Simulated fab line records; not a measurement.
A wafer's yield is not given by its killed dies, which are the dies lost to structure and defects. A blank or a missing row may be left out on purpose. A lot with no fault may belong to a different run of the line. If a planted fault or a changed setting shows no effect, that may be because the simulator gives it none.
fab line records -- flow n5-finfet
record lots=10, wafers=30, last-day=18
route steps=1938 shown BEOL_M7@1326 BEOL_M8@1342 PASSIVATION@1936
lots with no fault: from the same line, run without faults
start-h: start of the lot's first displayed wafer, in hours after the record's first day -- wait-h: hours elapsed since this lot's preceding step -- " unchanged from the row above -- L1.1+2: a row that stands for several wafers -- - no value, or no start given -- * or withheld: withheld -- < > ~ a bound
route shown NAME@n: NAME is a module with steps in the file, n the number in the route of the first one -- usual: mean/standard deviation taken from wafers without a fault -- same: alike in all rows -- chamber/n: place in a boat -- sites: per-site readings -- _std_site: the values' standard deviation -- _edge_site: mean of outer sites minus mean of inner sites -- radius-mm: how far each site lies from the wafer's centre -- mask NAME#n: copy n -- behind: tool/chamber where the wafer was last shaped -- hold: the reason the lot was held/the length of the hold in hours/how it ended -- device: transistor that didn't switch, given as n, p or np -- end of line: the tests these same wafers got at the end of their route -- step lacking rows: just its recipe -- killed: not the wafer's yield, but the dies lost to structure and defects at the first sort -- map: per-die view of a wafer (x killed, . not killed, _ where there is no die)
set.NAME: the run value of the setting; set.NAME@STEP: its run value at that earlier step -- model.NAME: the simulator's own value behind a step, which no gauge read
route steps across a sampled set of lots; one table per step, one row per wafer
services: when a tool's chamber went out of use (start-h, in hours from the record's first day, below 0 if earlier), for how many hours, and the reason
## steps
# step N5_BEOL_M7_CMP_52
# recipe stop-on=SiCOH_lowk, t-overpolish-s=6.9, down-force-psi=1, platen-rpm=50, clearing-platen-down-force-psi=1.5, clearing-platen-rpm=50, post-cmp-clean=cu-alkaline, target-thk-nm=80, clearing-platen-pad-velocity-m-s=0.99484, pad-velocity-m-s=0.99484
# usual barrier-field-endpoint-s=28.6/0.65, edge-zone-pressure-frac=0.999/0.0051, head-pressure-psi=1.0000/0.0021, motor-current-A=5.7/0.52, overpolish-run-s=6.900/0.0092, time-to-endpoint-s=60.5/2.8
lot.wafer,tool,chamber,start-h,wait-h,barrier-field-endpoint-s,edge-zone-pressure-frac,head-pressure-psi,motor-current-A,overpolish-run-s,time-to-endpoint-s
L324.1,cmp-04,1,240.08,0.3,27.9,1.005,0.9976,5.7,6.889,57.6
L324.4,cmp-04,2,240.08,0.3,28.6,0.993,0.9985,5.7,6.886,60.3
L324.2,cmp-04,0,240.08,0.3,28.6,0.999,1.0025,5.3,6.906,61.5
L325.3,cmp-03,2,242.23,0.2,28.6,0.996,0.9995,6.0,6.899,59.3
L325.6,cmp-03,2,242.23,0.2,29.1,1.005,1.0043,6.0,6.917,63.5
L325.5,cmp-03,3,242.23,0.2,29.0,0.994,0.9960,6.4,6.902,61.6
L326.1,cmp-01,2,260.71,0.3,29.7,0.992,0.9997,6.3,6.915,62.6
L326.6,cmp-01,1,260.71,0.3,29.6,1.003,1.0003,5.0,6.904,62.3
L326.5,cmp-01,2,260.71,0.3,29.8,0.993,1.0012,6.6,6.887,58.9
L330.1,cmp-04,3,271.62,0.3,28.8,0.998,1.0011,4.7,6.906,59.6
L330.2,cmp-04,0,271.62,0.3,28.5,0.997,0.9980,5.1,6.902,60.8
L330.4,cmp-04,1,271.62,0.3,27.7,0.998,0.9973,5.8,6.903,56.8
L335.4,cmp-03,1,278.74,0.2,28.7,1.001,0.9994,6.0,6.892,59.2
L335.5,cmp-03,0,278.74,0.2,29.3,1.010,1.0016,5.9,6.902,62.6
L335.6,cmp-03,1,278.74,0.2,29.1,1.002,0.9987,6.1,6.905,59.9
L334.2,cmp-04,3,300.01,0.3,27.7,0.991,0.9970,4.7,6.905,59.4
L334.6,cmp-04,0,300.01,0.3,28.4,0.995,1.0010,5.0,6.899,62.4
L334.5,cmp-04,1,300.01,0.3,28.3,1.003,1.0001,5.4,6.897,61.4
L337.1,cmp-03,3,316.11,0.4,28.2,1.002,0.9968,6.5,6.902,62.1
L337.5,cmp-03,0,316.11,0.4,28.6,0.993,1.0015,5.8,6.887,60.6
L337.6,cmp-03,1,316.11,0.4,28.4,0.999,1.0023,6.1,6.900,61.5
L340.2,cmp-04,2,337.55,0.4,28.6,0.998,0.9994,5.5,6.893,58.4
L340.3,cmp-04,3,337.55,0.4,27.8,1.003,0.9999,4.8,6.918,56.5
L340.1,cmp-04,1,337.55,0.4,28.6,0.993,1.0007,5.8,6.886,59.5
L342.4,cmp-04,3,341.22,0.2,28.3,1.000,0.9991,5.1,6.909,61.4
L342.2,cmp-04,0,341.22,0.2,28.2,1.005,1.0022,5.2,6.885,60.0
L342.3,cmp-04,1,341.22,0.2,28.9,1.000,1.0026,5.8,6.912,59.7
L344.4,cmp-04,1,360.33,0.2,28.2,0.986,1.0043,5.9,6.892,59.6
L344.1,cmp-04,2,360.33,0.2,28.5,1.009,0.9964,5.5,6.912,57.1
L344.2,cmp-04,3,360.33,0.2,27.8,1.004,0.9989,4.9,6.892,57.8
# step N5_BEOL_M7_INSPECT_58
# recipe inspect-instrument=darkfield, mode=post-dep
# usual raw-defect-count=72/23
lot.wafer,tool,chamber,start-h,wait-h,raw-defect-count
L324.1,defect-inspect-02,-,240.53,0.0,57
L324.2,defect-inspect-02,-,240.53,0.0,34
L324.4,defect-inspect-02,-,240.53,0.0,40
L325.3,defect-inspect-01,-,242.69,0.0,77
L325.5,defect-inspect-01,-,242.69,0.0,47
L325.6,defect-inspect-01,-,242.69,0.0,76
L326.1,defect-inspect-01,-,261.13,0.0,72
L326.5,defect-inspect-01,-,261.13,0.0,64
L326.6,defect-inspect-01,-,261.13,0.0,67
L330.1,defect-inspect-02,-,272.07,0.0,89
L330.2,defect-inspect-02,-,272.07,0.0,126
L330.4,defect-inspect-02,-,272.07,0.0,53
L335.4,defect-inspect-02,-,279.16,0.0,69
L335.5,defect-inspect-02,-,279.16,0.0,58
L335.6,defect-inspect-02,-,279.16,0.0,73
L334.2,defect-inspect-01,-,300.35,0.0,30
L334.5,defect-inspect-01,-,300.35,0.0,61
L334.6,defect-inspect-01,-,300.35,0.0,49
L337.1,defect-inspect-01,-,316.44,0.0,71
L337.5,defect-inspect-01,-,316.44,0.0,43
L337.6,defect-inspect-01,-,316.44,0.0,48
L340.1,defect-inspect-01,-,338.00,0.0,83
L340.2,defect-inspect-01,-,338.00,0.0,109
L340.3,defect-inspect-01,-,338.00,0.0,128
L342.2,defect-inspect-02,-,341.64,0.0,43
L342.3,defect-inspect-02,-,341.64,0.0,79
L342.4,defect-inspect-02,-,341.64,0.0,51
L344.1,defect-inspect-02,-,360.78,0.0,94
L344.2,defect-inspect-02,-,360.78,0.0,146
L344.4,defect-inspect-02,-,360.78,0.0,86
# step N5_BEOL_M8_EXPOSE_08
# recipe mask-id=M8, na=1.35, source-shape=dipole, sigma-inner=0.817, sigma-outer=0.97, polarization=te, dose-mj=68.25
# usual stage-vel-mm-s=499.97/0.24
# same sigma-outer=0.97
lot.wafer,tool,chamber,start-h,wait-h,mask,stage-vel-mm-s
L324.1,arfi-scanner-02,0,241.80,-,M8#0,499.96
L324.2,arfi-scanner-02,0,241.80,-,M8#0,499.96
L324.4,arfi-scanner-02,0,241.80,-,M8#0,499.75
L325.3,arfi-scanner-01,0,245.25,-,M8#0,499.52
L325.5,arfi-scanner-01,0,245.25,-,M8#0,499.97
L325.6,arfi-scanner-01,0,245.25,-,M8#0,499.61
L326.1,arfi-scanner-02,0,262.81,-,M8#0,499.79
L326.5,arfi-scanner-02,0,262.81,-,M8#0,499.97
L326.6,arfi-scanner-02,0,262.81,-,M8#0,500.30
L330.1,arfi-scanner-02,0,273.62,-,M8#0,499.91
L330.2,arfi-scanner-02,0,273.62,-,M8#0,500.02
L330.4,arfi-scanner-02,0,273.62,-,M8#0,500.22
L335.4,arfi-scanner-01,0,280.79,-,M8#0,499.63
L335.5,arfi-scanner-01,0,280.79,-,M8#0,500.01
L335.6,arfi-scanner-01,0,280.79,-,M8#0,500.05
L334.2,arfi-scanner-01,0,304.11,-,M8#0,499.93
L334.5,arfi-scanner-01,0,304.11,-,M8#0,499.93
L334.6,arfi-scanner-01,0,304.11,-,M8#0,499.95
L337.1,arfi-scanner-01,0,320.54,-,M8#0,499.66
L337.5,arfi-scanner-01,0,320.54,-,M8#0,500.03
L337.6,arfi-scanner-01,0,320.54,-,M8#0,499.82
L340.1,arfi-scanner-01,0,339.93,-,M8#0,500.00
L340.2,arfi-scanner-01,0,339.93,-,M8#0,499.95
L340.3,arfi-scanner-01,0,339.93,-,M8#0,500.32
L342.2,arfi-scanner-03,0,347.16,-,M8#0,499.65
L342.3,arfi-scanner-03,0,347.16,-,M8#0,499.61
L342.4,arfi-scanner-03,0,347.16,-,M8#0,499.69
L344.1,arfi-scanner-01,0,363.47,-,M8#0,499.86
L344.2,arfi-scanner-01,0,363.47,-,M8#0,499.75
L344.4,arfi-scanner-01,0,363.47,-,M8#0,499.83
# step N5_BEOL_M8_OVL_MEAS_12
# recipe points-per-wafer=44
# usual M8_OVL=0.1/0.77
lot.wafer,tool,chamber,start-h,wait-h,M8_OVL[nm]
L324.1,overlay-01,0,241.96,0.0,-1.6
L324.2,overlay-01,0,241.96,0.0,-0.8
L324.4,overlay-01,0,241.96,0.0,-1.1
L325.3,overlay-01,0,245.40,0.0,0.2
L325.5,overlay-01,0,245.40,0.0,0.8
L325.6,overlay-01,0,245.40,0.0,1.2
L326.1,overlay-01,0,262.97,0.0,11.3
L326.5,overlay-01,0,262.97,0.0,12.0
L326.6,overlay-01,0,262.97,0.0,10.6
L330.1,overlay-02,0,273.78,0.0,11.7
L330.2,overlay-02,0,273.78,0.0,11.4
L330.4,overlay-02,0,273.78,0.0,12.4
L335.4,overlay-02,0,280.93,0.0,0.1
L335.5,overlay-02,0,280.93,0.0,-0.4
L335.6,overlay-02,0,280.93,0.0,0.6
L334.2,overlay-02,0,304.26,0.0,-0.4
L334.5,overlay-02,0,304.26,0.0,-0.2
L334.6,overlay-02,0,304.26,0.0,0.2
L337.1,overlay-01,0,320.70,0.0,0.5
L337.5,overlay-01,0,320.70,0.0,1.0
L337.6,overlay-01,0,320.70,0.0,0.4
L340.1,overlay-02,0,340.09,0.0,-0.9
L340.2,overlay-02,0,340.09,0.0,-0.7
L340.3,overlay-02,0,340.09,0.0,0.3
L342.2,overlay-01,0,347.31,0.0,0.5
L342.3,overlay-01,0,347.31,0.0,1.2
L342.4,overlay-01,0,347.31,0.0,1.0
L344.1,overlay-01,0,363.63,0.0,0.2
L344.2,overlay-01,0,363.63,0.0,1.5
L344.4,overlay-01,0,363.63,0.0,0.6
# step N5_BEOL_M8_HM_OPEN_17
# recipe chemistry=Cl2/BCl3, target-depth-a=200, overetch-a=60, target=TiN, mask-material=SOC, ion-energy-ev=150, pressure-mtorr=10, icp-w=1000, bias-w=126, Cl2_flow_sccm=53.25, bcl3-flow-sccm=21.75, Ar_flow_sccm=25
# usual drypump-motor-current-A=5.9/0.43, oes-product-au=0.67/0.053, throttle-valve-pct=22.17/0.2
lot.wafer,tool,chamber,start-h,wait-h,drypump-motor-current-A,oes-product-au,rf-hours-counter-h,throttle-valve-pct
L324.1,rie-metal-02,0,242.98,0.0,6.0,0.68,36,21.92
L324.2,rie-metal-02,1,242.98,0.0,5.6,0.60,78,22.11
L324.4,rie-metal-02,0,242.98,0.0,6.0,0.68,-,21.91
L325.3,rie-metal-01,1,245.76,0.1,6.6,0.69,-,22.15
L325.5,rie-metal-01,1,245.76,0.1,6.6,0.70,-,22.12
L325.6,rie-metal-01,0,245.76,0.1,5.5,0.67,-,22.46
L326.1,rie-metal-02,1,263.31,0.0,5.6,0.59,79,22.13
L326.5,rie-metal-02,1,263.31,0.0,5.6,0.59,-,22.13
L326.6,rie-metal-02,0,263.31,0.0,6.0,0.67,-,21.92
L330.1,rie-metal-01,1,274.25,0.0,6.6,0.70,27,22.13
L330.2,rie-metal-01,0,274.25,0.0,5.5,0.66,47,22.46
L330.4,rie-metal-01,0,274.25,0.0,5.5,0.66,-,22.47
L335.4,rie-metal-01,0,281.30,0.1,5.5,0.66,-,22.48
L335.5,rie-metal-01,0,281.30,0.1,5.5,0.66,-,22.47
L335.6,rie-metal-01,1,281.30,0.1,6.6,0.70,-,22.12
L334.2,rie-metal-01,1,305.05,0.0,6.6,0.70,30,22.13
L334.5,rie-metal-01,1,305.05,0.0,6.6,0.69,-,22.15
L334.6,rie-metal-01,0,305.05,0.0,5.5,0.66,-,22.46
L337.1,rie-metal-02,0,321.04,0.0,6.0,0.65,42,21.93
L337.5,rie-metal-02,1,321.04,0.0,5.6,0.59,-,22.14
L337.6,rie-metal-02,0,321.04,0.0,6.0,0.66,-,21.92
L340.1,rie-metal-02,1,340.49,0.0,5.6,0.58,86,22.16
L340.2,rie-metal-02,0,340.49,0.0,6.0,0.66,44,21.92
L340.3,rie-metal-02,0,340.49,0.0,5.9,0.66,-,21.94
L342.2,rie-metal-02,0,347.65,0.0,5.9,0.66,45,21.93
L342.3,rie-metal-02,0,347.65,0.0,5.9,0.65,-,21.94
L342.4,rie-metal-02,1,347.65,0.0,5.6,0.57,-,22.14
L344.1,rie-metal-01,1,363.98,0.0,6.6,0.67,34,22.15
L344.2,rie-metal-01,0,363.98,0.0,5.5,0.64,54,22.49
L344.4,rie-metal-01,0,363.98,0.0,5.5,0.65,-,22.50
# step N5_PASSIVATION_PROBE_49
# usual defect-limited-yield=91.0/1.4, killed_at_M0_to_M3=36/10, killed_at_M4_up=15/5, killed-at-contacts=12/6.1, killed-at-front-end=40/13, killed-at-other=3.8/2.9, killed-dies=106/16, killed-open=68/12, killed-short=35/8.2, sort_bin_5_function=5.2/0.9, sort_bin_6_memory=3.4/0.71, sort-n-pass=1073/17, sort-yield-pct=91.0/1.5
# same gross-dies=1180, killed-at-back-side=0, sort_bin_4_leakage[%]=0, sort_bin_8_speed[%]=0
lot.wafer,tool,chamber,start-h,wait-h,defect-limited-yield[%],killed_at_M0_to_M3,killed_at_M4_up,killed-at-contacts,killed-at-front-end,killed-at-other,killed-dies,killed-open,killed-short,sort_bin_5_function[%],sort_bin_6_memory[%],sort-n-pass,sort-yield-pct[%]
L324.1,prober-02,-,330.79,0.0,91.4,32,12,4,44,9,101,59,37,4.8,3.3,1079,91.4
L324.2,prober-02,-,330.84,0.1,93.6,39,10,3,20,4,76,50,23,3.6,2.6,1104,93.6
L324.4,prober-02,-,330.94,0.2,90.3,46,7,4,47,10,114,69,44,5.4,3.7,1066,90.3
L325.3,prober-01,-,335.57,0.1,91.5,32,6,12,44,6,100,51,48,3.6,4.3,1080,91.5
L325.5,prober-01,-,335.67,0.2,89.2,38,12,17,53,8,128,76,52,6.4,4.2,1052,89.2
L325.6,prober-01,-,335.72,0.3,88.8,42,11,9,67,3,132,59,62,6.0,4.2,1048,88.8
L326.1,prober-02,-,338.78,0.0,91.4,25,11,12,53,1,102,69,30,5.8,2.5,1078,91.4
L326.5,prober-02,-,338.98,0.2,93.2,31,9,7,33,0,80,53,26,3.4,3.1,1100,93.2
L326.6,prober-02,-,339.03,0.3,94.1,11,10,13,35,1,70,45,22,2.8,2.7,1110,94.1
L330.1,prober-01,-,355.54,0.0,92.2,27,8,19,37,1,92,58,32,4.6,3.0,1088,92.2
L330.2,prober-01,-,355.59,0.1,91.7,23,16,15,44,0,98,69,26,4.4,3.6,1082,91.7
L330.4,prober-01,-,355.69,0.2,89.7,42,13,22,44,0,121,81,35,6.1,3.8,1059,89.7
L335.4,prober-01,-,377.64,0.9,91.2,35,14,8,41,6,104,68,34,5.1,3.6,1076,91.2
L335.5,prober-01,-,377.69,0.9,91.9,28,12,15,37,4,96,68,27,4.9,3.1,1084,91.9
L335.6,prober-01,-,377.74,1.0,91.8,25,17,4,47,4,97,66,29,4.9,3.0,1083,91.8
L334.2,prober-02,-,391.68,0.1,90.6,50,24,7,27,3,111,74,34,5.4,3.8,1069,90.6
L334.5,prober-02,-,391.83,0.2,90.6,67,13,2,27,2,111,69,39,5.5,3.7,1069,90.6
L334.6,prober-02,-,391.88,0.3,90.8,38,17,13,36,5,109,75,27,4.5,4.2,1071,90.8
L337.1,prober-02,-,395.74,0.0,92.3,37,18,11,25,0,91,67,20,4.7,2.5,1089,92.3
L337.5,prober-02,-,395.94,0.2,92.2,53,12,3,23,1,92,67,20,5.0,2.5,1088,92.2
L337.6,prober-02,-,395.99,0.3,89.8,44,23,19,25,9,120,91,29,6.4,3.5,1060,89.8
L340.1,prober-01,-,412.87,0.0,89.8,47,4,14,53,2,120,81,39,6.2,3.9,1060,89.8
L340.2,prober-01,-,412.92,0.1,92.0,27,11,11,38,7,94,53,33,4.6,2.7,1086,92.0
L340.3,prober-01,-,412.97,0.1,86.8,67,14,6,60,9,156,100,55,8.6,4.2,1024,86.8
L342.2,prober-02,-,422.36,0.1,91.4,32,18,23,28,1,102,71,27,5.4,2.8,1078,91.4
L342.3,prober-02,-,422.41,0.1,92.8,24,8,17,36,0,85,53,29,4.3,2.4,1095,92.8
L342.4,prober-02,-,422.46,0.2,92.6,22,8,8,47,2,87,48,33,4.2,2.6,1093,92.6
L344.1,prober-01,-,442.42,0.0,91.7,16,21,30,29,2,98,74,20,4.8,3.2,1082,91.7
L344.2,prober-01,-,442.47,0.1,93.9,21,14,10,25,2,72,44,27,3.5,2.5,1108,93.9
L344.4,prober-01,-,442.57,0.2,91.2,36,12,14,41,1,104,63,38,5.4,3.1,1076,91.2
# killed by level:class
L324.1 STI_FIN_REVEAL:geometric-particle:open=10 STARTING-WAFER:geometric-particle:open=8 BEOL_M3:geometric-particle:open=7 BEOL_M0_SAQP:geometric-particle:open=6 BEOL_M0_SAQP:geometric-particle:short=5 BEOL_M5:geometric-particle:open=5 HKMG_FIN:area-etch=5 STI_FIN_REVEAL:geometric-particle:short=4
L324.2 BEOL_M1:geometric-particle:open=14 BEOL_M0_SAQP:geometric-particle:open=7 BEOL_M0_SAQP:geometric-particle:short=7 STI_FIN_REVEAL:geometric-particle:open=5 BEOL_M2:geometric-particle:open=4 DUMMY_GATE:geometric-particle:open=3 MOL_CONTACT_COAG:geometric-particle:open=3 BEOL_M5:geometric-particle:open=3
L324.4 FIN_SAQP:geometric-particle:short=15 BEOL_M0_SAQP:geometric-particle:open=14 BEOL_M0_SAQP:geometric-particle:short=10 STI_FIN_REVEAL:geometric-particle:open=9 BEOL_M1:geometric-particle:open=9 BEOL_M2:geometric-particle:open=8 FIN_SAQP:geometric-particle:open=6 DUMMY_GATE:geometric-particle:open=3
L325.3 FIN_SAQP:geometric-particle:short=19 BEOL_M3:geometric-particle:open=9 MOL_CONTACT_COAG:geometric-particle:open=8 FIN_SAQP:geometric-particle:open=7 BEOL_M0_SAQP:geometric-particle:open=7 BEOL_M0_SAQP:geometric-particle:short=7 STI_FIN_REVEAL:geometric-particle:open=6 GATE_CUT:geometric-particle:short=6
L325.5 FIN_SAQP:geometric-particle:short=19 MOL_CONTACT_COAG:geometric-particle:open=15 STI_FIN_REVEAL:geometric-particle:open=11 BEOL_M3:geometric-particle:open=10 BEOL_M0_SAQP:geometric-particle:short=9 FIN_SAQP:geometric-particle:open=6 BEOL_M4:geometric-particle:open=6 BEOL_M0_SAQP:geometric-particle:open=5
L325.6 FIN_SAQP:geometric-particle:short=30 BEOL_M0_SAQP:geometric-particle:short=14 STI_FIN_REVEAL:geometric-particle:open=9 BEOL_M0_SAQP:geometric-particle:open=8 BEOL_M2:geometric-particle:open=8 HKMG_FIN:area-etch=8 FIN_SAQP:geometric-particle:open=7 MOL_CONTACT_COAG:geometric-particle:open=7
L326.1 STI_FIN_REVEAL:geometric-particle:open=11 FIN_SAQP:geometric-particle:open=10 DUMMY_GATE:geometric-particle:open=9 MOL_CONTACT_COAG:geometric-particle:open=9 FIN_SAQP:geometric-particle:short=8 BEOL_M2:geometric-particle:open=6 BEOL_M0_SAQP:geometric-particle:short=5 BEOL_M1:geometric-particle:open=5
L326.5 FIN_SAQP:geometric-particle:short=15 BEOL_M2:geometric-particle:open=11 FIN_SAQP:geometric-particle:open=10 BEOL_M3:geometric-particle:open=8 MOL_CONTACT_COAG:geometric-particle:open=6 BEOL_M0_SAQP:geometric-particle:short=5 STARTING-WAFER:geometric-particle:open=3 BEOL_M0_SAQP:geometric-particle:open=3
L326.6 FIN_SAQP:geometric-particle:open=15 FIN_SAQP:geometric-particle:short=9 MOL_CONTACT_COAG:geometric-particle:open=8 MOL_CONTACT_COAG:geometric-particle:short=4 BEOL_M5:geometric-particle:open=4 STARTING-WAFER:geometric-particle:open=3 STI_FIN_REVEAL:geometric-particle:open=2 DUMMY_GATE:geometric-particle:open=2
L330.1 MOL_CONTACT_COAG:geometric-particle:open=14 BEOL_M1:geometric-particle:open=7 BEOL_M2:geometric-particle:open=7 FIN_SAQP:geometric-particle:open=5 ILD0:geometric-particle:short=5 STI_FIN_REVEAL:geometric-particle:open=5 DUMMY_GATE:geometric-particle:open=5 MOL_CONTACT_COAG:geometric-particle:short=5
L330.2 FIN_SAQP:geometric-particle:short=11 MOL_CONTACT_COAG:geometric-particle:open=11 STI_FIN_REVEAL:geometric-particle:open=9 BEOL_M1:geometric-particle:open=7 BEOL_M0_SAQP:geometric-particle:open=5 BEOL_M2:geometric-particle:open=5 DUMMY_GATE:geometric-particle:open=4 MOL_CONTACT_COAG:geometric-particle:short=4
L330.4 MOL_CONTACT_COAG:geometric-particle:open=16 STI_FIN_REVEAL:geometric-particle:open=11 BEOL_M0_SAQP:geometric-particle:short=10 BEOL_M2:geometric-particle:open=10 FIN_SAQP:geometric-particle:open=8 BEOL_M1:geometric-particle:open=8 MOL_CONTACT_COAG:geometric-particle:short=6 FIN_SAQP:geometric-particle:short=5
L335.4 BEOL_M2:geometric-particle:open=12 BEOL_M3:geometric-particle:open=10 FIN_SAQP:geometric-particle:short=9 STI_FIN_REVEAL:geometric-particle:open=6 MOL_CONTACT_COAG:geometric-particle:open=6 FIN_SAQP:geometric-particle:open=5 BEOL_M0_SAQP:geometric-particle:short=5 BEOL_M4:geometric-particle:open=5
L335.5 DUMMY_GATE:geometric-particle:open=13 MOL_CONTACT_COAG:geometric-particle:open=12 BEOL_M2:geometric-particle:open=8 STI_FIN_REVEAL:geometric-particle:open=7 BEOL_M3:geometric-particle:open=7 STI_FIN_REVEAL:geometric-particle:short=5 BEOL_M1:geometric-particle:open=4 BEOL_M4:geometric-particle:open=4
L335.6 STI_FIN_REVEAL:geometric-particle:open=14 FIN_SAQP:geometric-particle:open=9 BEOL_M4:geometric-particle:open=7 DUMMY_GATE:geometric-particle:open=7 BEOL_M2:geometric-particle:open=6 FIN_SAQP:geometric-particle:short=4 SPACER0:geometric-particle:open=3 MOL_CONTACT_COAG:geometric-particle:open=3
L334.2 BEOL_M1:geometric-particle:open=13 BEOL_M0_SAQP:geometric-particle:open=10 BEOL_M0_SAQP:geometric-particle:short=9 BEOL_M4:geometric-particle:open=6 MOL_CONTACT_COAG:geometric-particle:open=6 BEOL_M2:geometric-particle:open=6 FIN_SAQP:geometric-particle:open=4 STI_FIN_REVEAL:geometric-particle:open=4
L334.5 BEOL_M0_SAQP:geometric-particle:open=15 BEOL_M0_SAQP:geometric-particle:short=14 BEOL_M1:geometric-particle:open=14 STI_FIN_REVEAL:geometric-particle:open=12 BEOL_M1:geometric-particle:short=7 BEOL_M3:geometric-particle:open=5 GATE_CUT:geometric-particle:open=4 BEOL_M2:geometric-particle:open=4
L334.6 STI_FIN_REVEAL:geometric-particle:open=14 BEOL_M0_SAQP:geometric-particle:open=12 MOL_CONTACT_COAG:geometric-particle:open=10 BEOL_M2:geometric-particle:open=8 BEOL_M0_SAQP:geometric-particle:short=6 BEOL_M4:geometric-particle:open=6 HKMG_FIN:area-etch=6 BEOL_M3:geometric-particle:open=5
L337.1 BEOL_M3:geometric-particle:open=12 MOL_CONTACT_COAG:geometric-particle:open=8 BEOL_M1:geometric-particle:open=8 BEOL_M4:geometric-particle:open=7 DUMMY_GATE:geometric-particle:open=5 BEOL_M0_SAQP:geometric-particle:short=5 BEOL_M2:geometric-particle:open=5 FIN_SAQP:geometric-particle:short=4
L337.5 BEOL_M2:geometric-particle:open=19 BEOL_M3:geometric-particle:open=17 BEOL_M1:geometric-particle:open=7 BEOL_M2:geometric-particle:short=5 ILD0:geometric-particle:open=3 MOL_CONTACT_COAG:geometric-particle:open=3 BEOL_M5:geometric-particle:open=3 BEOL_M10:geometric-particle:open=3
L337.6 MOL_CONTACT_COAG:geometric-particle:open=18 BEOL_M4:geometric-particle:open=16 BEOL_M2:geometric-particle:open=14 BEOL_M3:geometric-particle:open=9 BEOL_M1:geometric-particle:open=7 GATE_CUT:geometric-particle:short=5 BEOL_M0_SAQP:geometric-particle:open=5 ILD0:geometric-particle:short=4
L340.1 FIN_SAQP:geometric-particle:open=17 MOL_CONTACT_COAG:geometric-particle:open=13 BEOL_M0_SAQP:geometric-particle:short=13 BEOL_M3:geometric-particle:open=10 BEOL_M0_SAQP:geometric-particle:open=9 FIN_SAQP:geometric-particle:short=8 STI_FIN_REVEAL:geometric-particle:open=5 BEOL_M1:geometric-particle:open=5
L340.2 FIN_SAQP:geometric-particle:open=8 MOL_CONTACT_COAG:geometric-particle:open=8 BEOL_M0_SAQP:geometric-particle:short=7 BEOL_M2:geometric-particle:open=7 FIN_SAQP:geometric-particle:short=5 DUMMY_GATE:geometric-particle:open=5 BEOL_M0_SAQP:geometric-particle:open=5 STARTING-WAFER:geometric-particle:open=4
L340.3 BEOL_M0_SAQP:geometric-particle:open=19 FIN_SAQP:geometric-particle:open=16 FIN_SAQP:geometric-particle:short=14 BEOL_M0_SAQP:geometric-particle:short=14 BEOL_M1:geometric-particle:open=14 GATE_CUT:geometric-particle:short=6 MOL_CONTACT_COAG:geometric-particle:open=6 BEOL_M2:geometric-particle:open=6
L342.2 MOL_CONTACT_COAG:geometric-particle:open=15 BEOL_M4:geometric-particle:open=12 FIN_SAQP:geometric-particle:open=9 MOL_CONTACT_COAG:geometric-particle:short=8 STI_FIN_REVEAL:geometric-particle:open=6 BEOL_M2:geometric-particle:open=6 BEOL_M0_SAQP:geometric-particle:short=6 BEOL_M1:geometric-particle:open=6
L342.3 MOL_CONTACT_COAG:geometric-particle:open=13 STI_FIN_REVEAL:geometric-particle:open=8 FIN_SAQP:geometric-particle:open=6 FIN_SAQP:geometric-particle:short=6 DUMMY_GATE:geometric-particle:open=6 BEOL_M1:geometric-particle:short=5 BEOL_M2:geometric-particle:open=4 MOL_CONTACT_COAG:geometric-particle:short=3
L342.4 STI_FIN_REVEAL:geometric-particle:open=17 FIN_SAQP:geometric-particle:open=7 BEOL_M0_SAQP:geometric-particle:short=7 STI_FIN_REVEAL:geometric-particle:short=5 MOL_CONTACT_COAG:geometric-particle:open=5 HKMG_FIN:area-etch=5 FIN_SAQP:geometric-particle:short=4 BEOL_M1:geometric-particle:open=4
L344.1 MOL_CONTACT_COAG:geometric-particle:open=27 BEOL_M4:geometric-particle:open=9 FIN_SAQP:geometric-particle:open=7 STI_FIN_REVEAL:geometric-particle:open=6 BEOL_M4:geometric-particle:short=5 DUMMY_GATE:geometric-particle:open=3 MOL_CONTACT_COAG:geometric-particle:short=3 BEOL_M0:geometric-particle:open=3
L344.2 BEOL_M3:geometric-particle:open=12 MOL_CONTACT_COAG:geometric-particle:open=7 FIN_SAQP:geometric-particle:open=6 STARTING-WAFER:geometric-particle:short=6 BEOL_M4:geometric-particle:open=5 STI_FIN_REVEAL:geometric-particle:open=4 BEOL_M3:geometric-particle:short=4 MOL_CONTACT_COAG:geometric-particle:short=3
L344.4 BEOL_M0_SAQP:geometric-particle:open=12 BEOL_M0_SAQP:geometric-particle:short=10 FIN_SAQP:geometric-particle:short=8 FIN_SAQP:geometric-particle:open=8 MOL_CONTACT_COAG:geometric-particle:open=8 BEOL_M3:geometric-particle:open=7 STI_FIN_REVEAL:geometric-particle:open=6 BEOL_M4:geometric-particle:open=6
## services
tool,chamber,start-h,hours,kind
cmp-04,-,220.73,0.5,repair
arfi-scanner-02,-,221.53,0.2,repair
arfi-scanner-02,-,221.96,1.0,pm
cmp-01,-,225.87,2.0,repair
cmp-04,-,227.11,4.6,pm
cmp-01,-,233.33,1.0,repair
cmp-04,-,234.31,3.4,repair
arfi-scanner-01,-,241.17,0.8,pm
cmp-03,-,245.00,6.5,repair
arfi-scanner-03,-,253.81,2.2,repair
arfi-scanner-02,-,266.21,1.3,pm
arfi-scanner-01,-,267.57,1.3,pm
cmp-01,-,273.23,8.5,pm
arfi-scanner-02,-,274.96,16.0,pm
arfi-scanner-03,-,284.35,0.8,pm
cmp-04,-,296.84,0.8,repair
arfi-scanner-02,-,302.30,0.7,repair
cmp-04,-,315.30,4.0,pm
arfi-scanner-02,-,319.12,1.0,pm
arfi-scanner-02,-,320.26,3.9,pm
cmp-03,-,320.48,0.6,repair
arfi-scanner-01,-,325.59,1.0,pm
arfi-scanner-02,-,339.30,4.9,pm
arfi-scanner-01,-,356.58,1.1,repair
## key
first-sign step=N5_BEOL_M8_OVL_MEAS_12, reading=M8_OVL, direction=up, sigmas=15, usual=0.1, struck=11.6
effect none on later readings
met-at N5_BEOL_M8_EXPOSE_08
struck-lots L326,L330
not-acting-at N5_BEOL_M7_CMP_52,N5_BEOL_M7_INSPECT_58,N5_BEOL_M8_HM_OPEN_17
onset-between 241.80 262.81
fault kind=scanner-matching-overlay, tool=arfi-scanner-02, chamber=-, onset-h=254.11, steps=N5_BEOL_M8_EXPOSE_08, offset=12.149
